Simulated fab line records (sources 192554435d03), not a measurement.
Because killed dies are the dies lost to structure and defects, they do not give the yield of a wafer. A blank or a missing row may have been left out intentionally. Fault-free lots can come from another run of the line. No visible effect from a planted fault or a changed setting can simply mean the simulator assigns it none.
Matching of chambers / flow n5-finfet / N5_BEOL_M3_ETCHBACK_99 on rie-diel-05: 4 sister chambers
The step etches SiO2 in CHF3, target depth 5 nm, time 10.4 s. 4 wafers are shown with their chamber, then 8 later ones without.

== WAFERS PAIRED WITH THEIR CHAMBERS ==
wafer=L079.5; chamber=0; rf-vpp-V (V)=240
wafer=L081.2; chamber=2; rf-vpp-V (V)=240
wafer=L091.4; chamber=3; rf-vpp-V (V)=233
wafer=L092.1; chamber=1; rf-vpp-V (V)=243

== WAFERS WITH NO CHAMBER GIVEN ==
wafer=L092.3; rf-vpp-V (V)=233
wafer=L092.6; rf-vpp-V (V)=239
wafer=L094.1; rf-vpp-V (V)=240
wafer=L094.2; rf-vpp-V (V)=240
wafer=L094.6; rf-vpp-V (V)=240
wafer=L095.1; rf-vpp-V (V)=233
wafer=L095.5; rf-vpp-V (V)=234
wafer=L095.6; rf-vpp-V (V)=241

== WHICH CHAMBER EACH WENT THROUGH ==
wafer=L092.3; from the rows above=3; in truth=3
wafer=L092.6; from the rows above=can't be placed: 0 or 2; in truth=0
wafer=L094.1; from the rows above=can't be placed: 0 or 2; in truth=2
wafer=L094.2; from the rows above=can't be placed: 0 or 2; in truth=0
wafer=L094.6; from the rows above=can't be placed: 0 or 2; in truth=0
wafer=L095.1; from the rows above=3; in truth=3
wafer=L095.5; from the rows above=3; in truth=3
wafer=L095.6; from the rows above=can't be placed: 0 or 2 or 1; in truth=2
Correctly placed: 3 of 8. These rows do not allow placing 5 (true chamber among the candidates in 5). Number placed wrongly: 0.
How it was worked out, from the rows above alone: a wafer's distance from a chamber is the root of the sum, over the readings, of the square of ((its reading less the chamber's mean) divided by the reading's scatter). If the next closest chamber is less than 2 further off than the closest, the wafer can't be placed; otherwise it belongs to the closest. The mean given for a chamber averages the wafers shown for that chamber. The scatter: root of mean squared gap, hidden wafer to nearest shown wafer, with one shown wafer a chamber.
